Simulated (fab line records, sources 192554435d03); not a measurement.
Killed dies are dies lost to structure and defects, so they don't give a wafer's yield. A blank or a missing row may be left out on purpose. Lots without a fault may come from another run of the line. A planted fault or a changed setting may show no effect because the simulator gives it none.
fab line records | flow n5_finfet
record lots=6 wafers=16 last_day=19
route steps=1938 shown BEOL_M2@870 BEOL_M4@1111 PASSIVATION@1936
lots that met no fault: from a run of the same line without faults
start_h: hours from the record's first day to the start of the lot's first wafer shown | wait_h: hours since the lot's step before | " the same as in the row above | L1.1+2: a row that stands for several wafers | - no value, or no start given | * or withheld: withheld | < > ~ a bound
route shown NAME@n: a module of which the file shows steps, and the number in the route of the first | usual: mean/standard deviation of fault-free wafers | same: alike in all rows | chamber/n: place in a boat | sites: the reading at each site | _std_site: their standard deviation | _edge_site: outer sites' mean less inner sites' | radius_mm: how far each site lies from the wafer's centre | mask NAME#n: copy n | behind: the tool/chamber that last shaped the wafer | hold: why the lot was held/for how many hours/how that ended | device: the transistor (n, p or np) that didn't switch | end of line: the same wafers' tests at the end of the route | a step without rows: its recipe alone | killed: dies lost to structure and defects at the first sort, not the wafer's yield | map: a wafer's dies, x killed, . not, _ none there
set.NAME: the setting as run; set.NAME@STEP: as run at that earlier step | model.NAME: the simulator's own value behind a step, which no gauge read
lots at some steps of the route; a table a step, a row a wafer
services: from which hour (start_h, from the record's first day; less than 0 if before it) a tool's chamber was out of use, for how many hours, and why
## steps
# step N5_BEOL_M2_COAT_22
# recipe resist=CAR-EUV spin_rpm=1500 resist_thk_nm=30
# step N5_BEOL_M2_EBR_24
# recipe solvent=PGMEA ebr_width_mm=1.5
# step N5_BEOL_M2_SOFTBAKE_23
# recipe temp_c=110 time_s=60 resist=CAR-EUV
# step N5_BEOL_M2_EXPOSE_25
# recipe mask_id=V1 na=0.33 source_shape=quasar sigma_inner=0.2 sigma_outer=0.8 polarization=unpolarized defocus_nm=5 dose_mj=63
# step N5_BEOL_M2_PEB_26
# recipe peb_temp_c=100 peb_time_s=60 resist=CAR-EUV
# step N5_BEOL_M2_DEVELOP_27
# recipe develop_time_s=30 developer=TMAH resist=CAR-EUV rinse_liquid=surfactant_rinse dry=air_spin dev_temp_c=23
# step N5_BEOL_M2_CD_MEAS_28
# recipe target_cd_nm=26.2 landing_energy_ev=500 detector=se_inlens target_cd_y_nm=24.1 polarity=opening
# usual cd_nm=26.26/0.24
# columns lot.wafer tool chamber start_h wait_h cd_nm
L275.1 cd_sem-01 0 189.48 - 26.33
L275.4 " 0 " " 26.57
L277.1 cd_sem-03 0 199.44 - 25.60
L277.3 " 0 " " 25.97
L268.1 cd_sem-01 0 253.84 - 25.98
L268.4 " 0 " " 25.95
L268.6 " 0 " " 26.22
L286.1 cd_sem-02 0 271.16 - 26.66
L286.2 " 0 " " 26.53
L286.3 " 0 " " 26.82
L287.2 cd_sem-01 0 276.38 - 26.21
L287.4 " 0 " " 26.40
L287.5 " 0 " " 26.52
L288.2 cd_sem-03 0 283.34 - 26.60
L288.5 " 0 " " 26.13
L288.6 " 0 " " 26.37
# step N5_BEOL_M2_OVL_MEAS_29
# recipe points_per_wafer=522
# usual V1_OVL=-0.1/0.59
# columns lot.wafer tool chamber start_h wait_h V1_OVL[nm]
L275.1 overlay-01 0 189.51 0.0 -0.2
L275.4 " 0 " " 0.4
L277.1 overlay-02 0 199.47 0.0 0.3
L277.3 " 0 " " 0.2
L268.1 overlay-01 0 253.87 0.0 1.3
L268.4 " 0 " " 0.4
L268.6 " 0 " " 0.5
L286.1 overlay-02 0 271.19 0.0 -0.5
L286.2 " 0 " " -0.1
L286.3 " 0 " " 0.1
L287.2 overlay-01 0 276.42 0.0 -0.3
L287.4 " 0 " " 0.1
L287.5 " 0 " " -0.2
L288.2 overlay-02 0 283.38 0.0 -0.1
L288.5 " 0 " " 0.9
L288.6 " 0 " " -0.4
# step N5_BEOL_M2_INSPECT_30
# recipe mode=adi inspect_instrument=brightfield
# usual raw_defect_count=438/97
# columns lot.wafer tool chamber start_h wait_h raw_defect_count
L275.1 defect_inspect-01 - 189.56 0.1 495
L275.4 " - " " 420
L277.1 defect_inspect-01 - 199.52 0.1 541
L277.3 " - " " 416
L268.1 defect_inspect-02 - 253.93 0.1 465
L268.4 " - " " 348
L268.6 " - " " 312
L286.1 defect_inspect-01 - 271.25 0.1 409
L286.2 " - " " 364
L286.3 " - " " 301
L287.2 defect_inspect-02 - 276.47 0.0 437
L287.4 " - " " 398
L287.5 " - " " 460
L288.2 defect_inspect-02 - 283.43 0.0 368
L288.5 " - " " 403
L288.6 " - " " 413
# step N5_BEOL_M2_DESCUM_33
# recipe chemistry=O2 time_s=7 source_power_w=50 bias_power_w=20 pressure_mtorr=20 rf_frequency_hz=2.712e+07 temp_c=40 resist=CAR-EUV o2_flow_sccm=225
# usual drypump_motor_current_A=5.6/0.3 oes_product_au=0.78/0.074 rf_vpp_V=243.6/1.2 showerhead_plenum_p_Torr=2.12/0.062 temp_c=39.98/0.12 throttle_valve_pct=20.5/0.33
# columns lot.wafer tool chamber start_h wait_h drypump_motor_current_A oes_product_au rf_hours_counter_h rf_vpp_V showerhead_plenum_p_Torr temp_c throttle_valve_pct
L275.1 rie_diel-06 1 189.60 0.0 5.7 0.70 232 242.8 2.14 40.02 20.8
L275.4 " 2 " " 5.5 0.82 83 243.6 2.10 40.05 20.4
L277.1 rie_diel-01 1 199.56 0.0 5.5 0.75 183 244.2 2.17 40.09 20.6
L277.3 " 2 " " 5.7 0.69 238 243.9 2.17 40.17 21.0
L268.1 rie_diel-01 3 254.00 0.1 5.5 0.85 72 242.1 2.02 40.05 20.1
L268.4 " 0 " " 5.7 0.82 - 245.4 2.21 39.97 20.1
L268.6 " 3 " " 5.5 0.84 - 242.1 2.02 39.92 20.1
L286.1 rie_diel-01 0 271.29 0.0 5.7 0.81 95 244.5 2.20 39.95 20.1
L286.2 " 2 " " 5.7 0.96 4 244.0 2.17 39.94 20.6
L286.3 " 3 " " 5.5 0.84 78 242.2 2.02 39.97 20.1
L287.2 rie_diel-01 0 276.53 0.1 5.7 0.81 97 245.5 2.20 40.02 20.1
L287.4 " 1 " " 5.5 0.73 215 243.5 2.16 40.13 20.6
L287.5 " 2 " " 5.7 0.95 - 245.1 2.16 39.92 20.6
L288.2 rie_diel-03 2 283.61 0.2 6.2 0.69 240 241.6 2.09 39.96 20.7
L288.5 " 2 " " 6.3 0.69 - 242.8 2.09 40.03 20.7
L288.6 " 1 " " 5.8 0.75 - 242.8 2.12 39.86 20.6
# step N5_BEOL_M2_ETCH_77
# recipe chemistry=N2/H2 target=underlayer target_depth_a=65 mask_material=CAR-EUV time_s=5.2 ion_energy_ev=200 pressure_mtorr=30 source_w=840 bias_w=150 n2_flow_sccm=200 h2_flow_sccm=200 ends=cleared
# usual drypump_motor_current_A=5.6/0.3 etch_rf_on_time_s=5.26/0.12 oes_product_au=0.66/0.062 rf_vpp_V=524.8/2.1 showerhead_plenum_p_Torr=2.57/0.074 throttle_valve_pct=17.88/0.29
# columns lot.wafer tool chamber start_h wait_h drypump_motor_current_A etch_rf_on_time_s oes_product_au rf_hours_counter_h rf_vpp_V showerhead_plenum_p_Torr throttle_valve_pct
L275.1 rie_diel-06 1 189.64 0.0 5.6 5.18 0.61 232 524.4 2.60 18.19
L275.4 " 2 " " 5.5 5.11 0.70 83 524.4 2.57 17.80
L277.1 rie_diel-01 1 199.59 0.0 5.5 5.24 0.64 183 526.3 2.65 18.05
L277.3 " 2 " " 5.7 5.39 0.57 238 526.6 2.62 18.40
L268.1 rie_diel-01 3 254.04 0.0 5.5 5.31 0.70 72 523.6 2.48 17.64
L268.4 " 0 " " 5.7 5.13 0.70 - 527.0 2.70 17.62
L268.6 " 3 " " 5.5 5.31 0.71 - 521.8 2.48 17.62
L286.1 rie_diel-01 0 271.32 0.0 5.8 5.14 0.69 95 527.8 2.69 17.63
L286.2 " 2 " " 5.7 5.19 0.81 4 525.7 2.61 17.92
L286.3 " 3 " " 5.5 5.26 0.70 78 522.0 2.48 17.66
L287.2 rie_diel-01 0 276.57 0.0 5.7 5.17 0.69 97 525.3 2.69 17.64
L287.4 " 1 " " 5.5 5.10 0.62 215 525.4 2.63 18.11
L287.5 " 2 " " 5.7 5.21 0.80 - 526.7 2.61 17.91
L288.2 rie_diel-03 2 283.64 0.0 6.3 5.57 0.57 240 522.1 2.49 17.85
L288.5 " 2 " " 6.3 5.65 0.57 - 523.2 2.49 17.80
L288.6 " 1 " " 5.8 5.36 0.63 - 525.0 2.53 17.70
# step N5_BEOL_M2_ETCH_69
# recipe chemistry=CF4 target=SiARC target_depth_a=156 mask_material=CAR-EUV time_s=26 ion_energy_ev=80 pressure_mtorr=40 source_w=545 bias_w=36 Ar_flow_sccm=100 cf4_flow_sccm=100 ends=cleared
# usual drypump_motor_current_A=5.6/0.3 etch_rf_on_time_s=26.3/0.69 oes_product_au=0.66/0.061 rf_vpp_V=184.3/1 showerhead_plenum_p_Torr=2.17/0.054 throttle_valve_pct=15.64/0.29
# columns lot.wafer tool chamber start_h wait_h drypump_motor_current_A etch_rf_on_time_s oes_product_au rf_hours_counter_h rf_vpp_V showerhead_plenum_p_Torr throttle_valve_pct
L275.1 rie_diel-06 1 189.65 0.0 5.7 25.5 0.61 232 184.8 2.19 16.01
L275.4 " 2 " " 5.5 25.3 0.70 83 186.2 2.16 15.59
L277.1 rie_diel-01 1 199.61 0.0 5.5 25.2 0.65 183 185.4 2.22 15.84
L277.3 " 2 " " 5.7 27.0 0.58 238 184.9 2.20 16.02
L268.1 rie_diel-01 3 254.05 0.0 5.5 26.7 0.71 72 183.1 2.09 15.32
L268.4 " 0 " " 5.7 25.5 0.71 - 186.2 2.24 15.23
L268.6 " 3 " " 5.5 26.8 0.71 - 183.0 2.09 15.32
L286.1 rie_diel-01 0 271.34 0.0 5.7 25.4 0.70 95 186.2 2.24 15.25
L286.2 " 2 " " 5.7 26.1 0.80 4 183.7 2.20 15.54
L286.3 " 3 " " 5.5 26.5 0.70 78 183.2 2.09 15.34
L287.2 rie_diel-01 0 276.58 0.0 5.7 25.7 0.69 97 185.6 2.24 15.27
L287.4 " 1 " " 5.5 25.8 0.62 215 184.6 2.21 15.89
L287.5 " 2 " " 5.7 26.4 0.79 - 184.4 2.20 15.54
L288.2 rie_diel-03 2 283.66 0.0 6.2 28.1 0.57 240 184.3 2.10 15.77
L288.5 " 2 " " 6.2 27.9 0.57 - 183.2 2.10 15.77
L288.6 " 1 " " 5.8 26.9 0.63 - 185.9 2.15 15.64
# step N5_BEOL_M2_ALD_98
# recipe material=SiO2 target_thk_a=25 temp_c=100 ald_precursor_family=BDEAS ald_co_reactant=O2-plasma pulse_time_s=1 co_reactant_pulse_time_s=1 purge_time_s=2 co_reactant_purge_time_s=2 ald_cycles=17 pressure_torr=2
# usual ald_cycles=17/0 heater_power_w=76/6.4 precursor_pulse_height_rel=1.001/0.02
# columns lot.wafer tool chamber start_h wait_h ald_cycles heater_power_w precursor_pulse_height_rel model.SiO2_of_BEOL_M2_ALD_98.thk_nm
L275.1 ald_sin-01 0 190.11 0.4 17 74 0.989 2.4
L275.4 " 2 " " 8 67 0.991 1.2
L277.1 ald_sin-01 1 199.69 0.1 17 81 1.018 2.4
L277.3 " 3 " " 8 76 1.018 1.2
L268.1 ald_sin-02 3 254.13 0.1 17 70 0.988 2.6
L268.4 " 0 " " 17 72 0.994 2.4
L268.6 " 3 " " 17 70 1.002 2.6
L286.1 ald_sin-03 3 271.67 0.3 17 80 1.003 2.6
L286.2 " 1 " " 17 75 0.972 2.6
L286.3 " 0 " " 17 75 1.009 2.4
L287.2 ald_sin-03 0 277.08 0.5 17 77 0.950 2.4
L287.4 " 2 " " 17 70 0.989 2.6
L287.5 " 3 " " 17 81 0.981 2.4
L288.2 ald_sin-01 0 283.74 0.1 17 75 0.975 2.6
L288.5 " 0 " " 17 74 1.006 2.6
L288.6 " 1 " " 17 82 1.003 2.6
# step N5_BEOL_M2_ETCHBACK_99
# recipe chemistry=CHF3 target=SiO2 target_depth_a=50 time_s=10.4 source_w=215 bias_w=47 Ar_flow_sccm=200 CHF3_flow_sccm=12 ion_energy_ev=100 pressure_mtorr=30
# usual drypump_motor_current_A=5.60/0.29 oes_product_au=0.78/0.076 rf_vpp_V=240/4.6 showerhead_plenum_p_Torr=2.18/0.058 throttle_valve_pct=17.08/0.29
# columns lot.wafer tool chamber start_h wait_h drypump_motor_current_A oes_product_au rf_hours_counter_h rf_vpp_V showerhead_plenum_p_Torr throttle_valve_pct
L275.1 rie_diel-06 0 192.43 2.3 5.92 0.83 79 236 2.08 16.81
L275.4 " 2 " " 5.50 0.83 83 245 2.17 17.06
L277.1 rie_diel-06 2 202.25 2.5 5.50 0.82 86 245 2.17 17.09
L277.3 " 3 " " 5.12 0.70 187 230 2.25 17.58
L268.1 rie_diel-01 0 273.25 19.1 5.73 0.81 96 241 2.25 16.69
L268.4 " 3 " " 5.50 0.82 79 241 2.10 16.84
L268.6 " 0 " " 5.72 0.81 - 242 2.25 16.69
L286.1 rie_diel-06 2 273.33 1.6 5.51 0.80 104 244 2.16 17.11
L286.2 " 0 " " 5.90 0.80 100 234 2.07 16.84
L286.3 " 3 " " 5.14 0.69 205 229 2.24 17.61
L287.2 rie_diel-01 0 277.96 0.8 5.71 0.82 97 239 2.25 16.70
L287.4 " 2 " " 5.66 0.94 6 245 2.20 16.99
L287.5 " 3 " " 5.49 0.82 - 240 2.10 16.83
L288.2 rie_diel-01 3 299.08 15.3 5.49 0.81 89 241 2.10 16.85
L288.5 " 0 " " 5.73 0.80 - 241 2.25 16.73
L288.6 " 3 " " 5.49 0.81 - 240 2.10 16.83
# step N5_BEOL_M4_RC_MEAS_101
# usual DIBL_N=36.1/1.6 DIBL_P=35.7/1.8 IOFF_N=0.159/0.027 IOFF_P=0.21/0.03 ION_N=673/10 ION_P=462/7.4 SS_N=71.4/0.56 SS_P=73.2/0.61 VT_N=249.7/3 VT_P=-250/3.1
# columns lot.wafer tool chamber start_h wait_h DIBL_N[mV/V] DIBL_P[mV/V] IOFF_N[nA/um] IOFF_P[nA/um] ION_N[uA/um] ION_P[uA/um] SS_N[mV/dec] SS_P[mV/dec] VT_N[mV] VT_P[mV]
L275.1 prober-02 0 220.72 0.0 35.0 34.5 0.155 0.19 666 451 71.8 73.2 247.7 -251
L275.4 " 0 " " 36.4 35.6 0.173 0.20 677 459 72.1 73.8 249.8 -251
L277.1 prober-02 0 233.33 0.0 34.8 35.1 0.143 0.19 666 460 70.8 73.1 252.5 -251
L277.3 " 0 " " 35.1 35.9 0.156 0.20 683 468 71.5 73.0 249.0 -249
L286.1 prober-01 0 304.67 0.0 34.5 34.4 0.130 0.18 676 463 70.3 73.3 251.6 -252
L286.2 " 0 " " 36.7 37.2 0.165 0.21 676 458 71.2 72.8 249.1 -252
L286.3 " 0 " " 34.7 34.5 0.119 0.17 648 443 71.1 72.5 251.2 -254
L268.1 prober-02 0 307.56 0.0 35.5 35.5 0.162 0.23 672 467 70.4 73.4 250.9 -247
L268.4 " 0 " " 34.6 34.5 0.153 0.21 681 469 70.9 72.9 248.9 -248
L268.6 " 0 " " 34.1 34.6 0.142 0.21 674 466 70.9 72.8 251.2 -247
L287.2 prober-01 0 309.41 0.2 33.5 33.4 0.125 0.17 674 463 71.4 72.5 253.5 -253
L287.4 " 0 " " 36.8 37.8 0.185 0.24 687 469 71.3 73.4 248.2 -248
L287.5 " 0 " " 33.9 33.7 0.131 0.17 674 459 71.1 72.3 248.2 -253
L288.2 prober-01 0 341.86 0.2 37.8 37.2 0.202 0.26 685 468 72.1 73.0 244.9 -243
L288.5 " 0 " " 37.4 35.8 0.194 0.23 672 464 72.0 73.5 246.2 -245
L288.6 " 0 " " 35.1 34.2 0.147 0.21 658 462 71.1 73.2 250.4 -248
# step N5_PASSIVATION_PROBE_49
# usual defect_limited_yield=91.0/1.3 killed_at_M0_to_M3=33/10 killed_at_M4_up=14/5.6 killed_at_contacts=12/5.8 killed_at_front_end=43/11 killed_at_other=4.1/2.8 killed_dies=106/15 killed_open=70/12 killed_short=34/7.5 sort_bin_5_function=5.3/0.88 sort_bin_6_memory=3.3/0.64 sort_bin_8_speed=0.00/0.016 sort_n_pass=1074/15 sort_yield_pct=91.0/1.3
# same gross_dies=1180 killed_at_back_side=0 sort_bin_4_leakage[%]=0
# columns lot.wafer tool chamber start_h wait_h defect_limited_yield[%] killed_at_M0_to_M3 killed_at_M4_up killed_at_contacts killed_at_front_end killed_at_other killed_dies killed_open killed_short sort_bin_5_function[%] sort_bin_6_memory[%] sort_bin_8_speed[%] sort_n_pass sort_yield_pct[%]
L277.1 prober-01 - 347.30 0.0 91.2 47 8 14 34 1 104 65 37 5.4 3.2 0 1076 91.2
L277.3 prober-01 - 347.40 0.1 91.4 42 12 5 40 2 101 55 43 3.9 3.6 0 1079 91.4
L268.1 prober-01 - 408.06 0.0 89.3 34 21 18 52 1 126 78 47 6.2 4.4 0 1054 89.3
L268.4 prober-01 - 408.21 0.2 90.5 22 20 10 59 1 112 79 33 6.2 3.2 0 1068 90.5
L268.6 prober-01 - 408.31 0.3 88.6 35 21 18 57 4 135 82 52 6.4 4.4 0 1045 88.6
L287.2 prober-02 - 416.23 0.1 93.3 27 12 8 27 5 79 54 24 4.6 2.0 0 1101 93.3
L287.4 prober-02 - 416.33 0.2 90.6 25 24 12 41 9 111 70 41 5.7 3.4 0 1069 90.6
L287.5 prober-02 - 416.38 0.2 89.1 42 18 18 39 12 129 87 41 6.9 3.8 0 1051 89.1
# killed by level:class
L277.1 BEOL_M0_SAQP:geometric_particle:open=11 MOL_CONTACT_COAG:geometric_particle:open=10 BEOL_M0_SAQP:geometric_particle:short=9 BEOL_M2:geometric_particle:open=7 BEOL_M1:geometric_particle:open=6 BEOL_M3:geometric_particle:open=6 FIN_SAQP:geometric_particle:short=5 GATE_CUT:geometric_particle:short=5
L277.3 BEOL_M0_SAQP:geometric_particle:short=12 FIN_SAQP:geometric_particle:short=10 STI_FIN_REVEAL:geometric_particle:open=10 BEOL_M0_SAQP:geometric_particle:open=6 BEOL_M1:geometric_particle:open=6 BEOL_M2:geometric_particle:open=5 BEOL_M2:geometric_particle:short=4 FIN_SAQP:geometric_particle:open=3
L268.1 FIN_SAQP:geometric_particle:open=15 MOL_CONTACT_COAG:geometric_particle:open=14 BEOL_M0_SAQP:geometric_particle:short=12 BEOL_M4:geometric_particle:open=10 STI_FIN_REVEAL:geometric_particle:open=8 FIN_SAQP:geometric_particle:short=7 BEOL_M0_SAQP:geometric_particle:open=7 GATE_CUT:geometric_particle:short=6
L268.4 FIN_SAQP:geometric_particle:open=22 FIN_SAQP:geometric_particle:short=16 MOL_CONTACT_COAG:geometric_particle:open=10 BEOL_M3:geometric_particle:open=8 BEOL_M4:geometric_particle:open=8 STI_FIN_REVEAL:geometric_particle:open=6 GATE_CUT:geometric_particle:open=3 GATE_CUT:geometric_particle:short=3
L268.6 MOL_CONTACT_COAG:geometric_particle:open=13 STI_FIN_REVEAL:geometric_particle:open=12 BEOL_M2:geometric_particle:open=11 GATE_CUT:geometric_particle:short=9 FIN_SAQP:geometric_particle:short=8 GATE_CUT:geometric_particle:open=7 BEOL_M0_SAQP:geometric_particle:short=7 BEOL_M0_SAQP:geometric_particle:open=7
L287.2 MOL_CONTACT_COAG:geometric_particle:open=7 FIN_SAQP:geometric_particle:open=6 BEOL_M0_SAQP:geometric_particle:short=6 BEOL_M8:geometric_particle:open=6 FIN_SAQP:geometric_particle:short=5 BEOL_M0_SAQP:geometric_particle:open=5 BEOL_M2:geometric_particle:open=5 BEOL_M3:geometric_particle:open=4
L287.4 BEOL_M4:geometric_particle:open=15 FIN_SAQP:geometric_particle:short=13 FIN_SAQP:geometric_particle:open=13 MOL_CONTACT_COAG:geometric_particle:open=10 BEOL_M0_SAQP:geometric_particle:open=6 MIM_TOP:geometric_particle:short=6 BEOL_M0_SAQP:geometric_particle:short=5 BEOL_M2:geometric_particle:open=5
L287.5 STI_FIN_REVEAL:geometric_particle:open=15 MOL_CONTACT_COAG:geometric_particle:open=14 BEOL_M0_SAQP:geometric_particle:open=13 BEOL_M0_SAQP:geometric_particle:short=11 BEOL_M4:geometric_particle:open=11 FIN_SAQP:geometric_particle:short=10 BEOL_M2:geometric_particle:open=8 BEOL_M1:geometric_particle:open=6
## services
# columns tool chamber start_h hours kind
rie_diel-03 0 170.10 5.9 repair
ald_sin-02 0 173.72 1.7 repair
ald_sin-03 - 177.94 14.0 pm
ald_sin-01 1 184.53 5.7 repair
ald_sin-02 3 187.52 4.0 repair
rie_diel-03 0 190.51 - clean
rie_diel-03 0 190.51 - consumable_replace:focus_ring
rie_diel-01 0 198.22 3.0 repair
ald_sin-03 - 207.83 6.0 pm
ald_sin-02 3 222.86 5.1 repair
ald_sin-03 0 225.83 2.4 repair
ald_sin-03 0 229.60 4.2 repair
rie_diel-06 - 232.17 14.6 pm
rie_diel-01 2 232.53 - clean
rie_diel-01 2 232.53 - consumable_replace:focus_ring
rie_diel-01 2 232.53 27.3 scheduled_down
rie_diel-01 2 232.53 27.3 vent_cycle
ald_sin-03 0 243.70 4.6 repair
ald_sin-03 2 246.32 3.0 repair
rie_diel-03 2 263.59 3.8 repair
rie_diel-06 1 265.85 - clean
rie_diel-06 1 265.85 - consumable_replace:focus_ring
rie_diel-06 1 265.85 16.0 scheduled_down
rie_diel-06 1 265.85 16.0 vent_cycle
## key
first_sign step=N5_BEOL_M2_ALD_98 reading=ald_cycles direction=down sigmas=99+ usual=* struck=*
effect none on later readings
model_effect step=N5_BEOL_M2_ALD_98 value=SiO2_of_BEOL_M2_ALD_98.thk_nm without=2.4 struck=1.2
met_at N5_BEOL_M2_ALD_98
struck_wafers L275.4,L277.3
fault kind=process_parameter_drift tool=ald_sin-01 chamber=- onset_h=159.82 steps=N5_BEOL_M2_ALD_98 channel=ald_cycles offset=* shape=step end_h=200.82 scope=struck_wafers_only acts_in=* stated=*
